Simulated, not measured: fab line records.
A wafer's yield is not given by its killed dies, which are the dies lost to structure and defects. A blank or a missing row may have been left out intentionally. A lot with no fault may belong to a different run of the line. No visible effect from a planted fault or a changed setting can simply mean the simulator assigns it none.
A struck lot beside a sound one ; flow n5 finfet ; 29 out of 1938 route steps
Sound: these wafers, L745.1, L745.5, L745.6. The struck wafers were L758.3, L758.4, L758.5. The cause comes at the end.
Order at every step that has rows: each side's tool, ch and its chambers, its first start. Under that, the readings that differ: sound wafers ; struck wafers ; difference of the means ; sigmas: that difference in standard deviations of wafers without a fault.
alike: readings with means less than 2 such deviations apart, plus words and numbers identical on both sides. not compared: withheld readings, readings lacking a value on some wafer, bounds such as >300 that could conceal the same value, and numbers that have no deviation in the record and whose values overlap.
The two part at a step that has a row with sigmas, a row that says differs or no value, or rows on one side only. Numbers that don't overlap but have no deviation are shown without sigmas and don't part them. A reading that every wafer of one side lacks parts them only if that side has two wafers or more.

first, 9 steps without rows for these wafers: N5_BEOL_M15_COAT_22 (resist thk 800 nm); N5_BEOL_M15_EBR_24; N5_BEOL_M15_SOFTBAKE_23 (time 60 s); N5_BEOL_M15_EXPOSE_25 (exposes mask M15, target cd 400 nm); N5_BEOL_M15_PEB_26 (peb time 90 s); N5_BEOL_M15_DEVELOP_27 (develop time 45 s); N5_BEOL_M15_HARDBAKE_32 (time 120 s); N5_BEOL_M15_DESCUM_33 (chemistry O2, time 7.9 s); N5_BEOL_M15_ETCH_61 (etches BARC in N2/H2, target depth 89 nm, overetch 26.7 nm, time 67.9 s).
N5_BEOL_M15_TRENCH_ETCH_34: etches SiO2 in C4F8/O2/Ar, target depth 872.93 nm, time 199 s.
  sound on rie diel-03 ch 0,1,3, day 14 08:00; struck on rie diel-02 ch 0,3, day 17 04:07
reading;sound;struck;difference;sigmas
time s (s);199 199 199;139.3 139.3 139.3;-59.7;
model.etch.depth nm (nm);839.7 862 906.5;614.1 609.2 615;-256.6;
model.coat_of_BEOL_M15_COAT_22.thk nm (nm);551.6 544.4 538;598.2 595.8 594.2;+51.4;
  alike: drypump motor current A, he outer torr, oes product au, rf vpp V, showerhead plenum p Torr, throttle valve pct
  not compared: rf hours counter h
then, 13 steps without rows for these wafers: N5_BEOL_M15_STRIP_36 (strips in O2); N5_BEOL_M15_STRIP_62 (strips in O2); N5_BEOL_M15_STRIP_37 (strips in O2); N5_BEOL_M15_ETCH_38 (etches SiCN in CF4/N2, target depth 106.4 nm, time 120.5 s); N5_BEOL_M15_PRECLEAN_39 (cleans in residue remover, time 60 s); N5_BEOL_M15_SRD_40 (time 30 s, dry time 30 s); N5_BEOL_M15_DEGAS_41 (time 60 s); N5_BEOL_M15_PRE_CLEAN_42 (time 30 s); N5_BEOL_M15_SPUTTER_43 (material TaN, target thk 15 nm, time 24.19 s); N5_BEOL_M15_SPUTTER_44 (material Ta, target thk 15 nm, time 24.19 s); N5_BEOL_M15_SPUTTER_45 (material Cu, target thk 100 nm, time 16.67 s); N5_BEOL_M15_ECD_47 (material Cu, target thk 1860 nm); N5_BEOL_M15_ANNEAL_48 (time 90 s).
N5_BEOL_M15_CMP_49: polishes, stops on SiO2, t overpolish 4.9 s, target thk 850 nm.
  sound on cmp-04 ch 0,1,2, day 14 12:25; struck on cmp-03 ch 1,2,3, day 17 07:08
reading;sound;struck;difference;sigmas
model.Cu_of_BEOL_M15_ECD_47.thk nm (nm);821.2 837.8 882.2;590.8 586.2 590;-258.1;
  alike: motor current A
  not compared: pad life wafers
N5_BEOL_M15_THK_MEAS_50: measures by xrf.
  sound on film metro-01 at day 14 12:35; struck on film metro-02 at day 17 07:24
reading;sound;struck;difference;sigmas
M15_THK (nm);829 849 898;585 582 587;-274;-12
then, 2 steps without rows for these wafers: N5_BEOL_M15_PRE_CLEAN_52 (time 15 s); N5_BEOL_M15_DEP_53 (deposits SiCN from 3MS/NH3, target thk 50 nm, time 17.8 s).
N5_BEOL_M15_RS_MEAS_54: measures by four-point-probe.
  sound on film metro-02 at day 14 12:43; struck on film metro-01 at day 17 07:32
reading;sound;struck;difference;sigmas
M15_RS (ohm/sq);0.0224 0.0219 0.0208;0.0312 0.0314 0.0313;+0.0096;+17
N5_PASSIVATION_PROBE_49:
  sound on prober-01 at day 15 04:19; struck on prober-02 at day 17 22:15
  alike: defect limited yield, killed_at_M0_to_M3, killed_at_M4_up, killed at contacts, killed at front end, killed at other, killed dies, killed open, killed short, sort_bin_5_function, sort_bin_6_memory, sort_bin_8_speed, sort n pass

## WHERE THEY PART
At N5_BEOL_M15_THK_MEAS_50 first; at N5_BEOL_M15_RS_MEAS_54 last (within this record only). Later steps at which nothing parts them and some readings are alike: N5_PASSIVATION_PROBE_49.

WHY: what the simulator had put in
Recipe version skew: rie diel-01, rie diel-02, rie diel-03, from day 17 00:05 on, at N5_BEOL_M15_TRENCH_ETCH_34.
